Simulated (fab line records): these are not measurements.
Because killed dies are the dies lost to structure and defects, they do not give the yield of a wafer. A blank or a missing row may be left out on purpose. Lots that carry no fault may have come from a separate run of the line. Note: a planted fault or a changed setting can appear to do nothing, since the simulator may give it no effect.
Matching of chambers    flow n5Finfet    N5_FIN_SAQP_SPACER2_ALD_28 on aldSin-01: 4 sister chambers
The step deposits SiO2, target thk 8.1 nm, pulse time 1 s, purge time 2 s. 4 wafers are shown with their chamber, then 12 later ones without.

== WAFERS PAIRED WITH THEIR CHAMBERS ==
wafer   chamber  heaterPowerW (W)
L090.2  3        454
L091.1  1        442
L091.3  0        503
L091.6  2        561

== WAFERS WITHOUT THEIR CHAMBER ==
wafer   heaterPowerW (W)
L092.2  454
L092.4  503
L092.6  516
L093.1  551
L093.2  502
L093.5  466
L094.1  459
L094.2  560
L094.6  426
L097.2  520
L097.4  458
L097.6  469

== CHAMBER TAKEN BY EACH ==
wafer   from the rows above           in truth
L092.2  can't be placed: 3 or 1       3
L092.4  0                             0
L092.6  0                             0
L093.1  2                             2
L093.2  0                             0
L093.5  can't be placed: 3 or 1       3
L094.1  can't be placed: 3 or 1       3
L094.2  2                             2
L094.6  can't be placed: 1 or 3       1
L097.2  0                             0
L097.4  can't be placed: 3 or 1       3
L097.6  can't be placed: 3 or 1 or 0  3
6 of 12 placed correctly. Cannot be placed on the basis of these rows: 6; the candidates contain the true chamber in 6. 0 placed wrongly.
How it was worked out, from the rows above alone: a wafer's distance from a chamber is the root of the sum, over the readings, of the square of ((its reading less the chamber's mean) divided by the reading's scatter). If the next closest chamber is less than 2 further off than the closest, the wafer can't be placed; otherwise it belongs to the closest. The mean given for a chamber averages the wafers shown for that chamber. The scatter: root of mean squared gap, hidden wafer to nearest shown wafer, with one shown wafer a chamber.
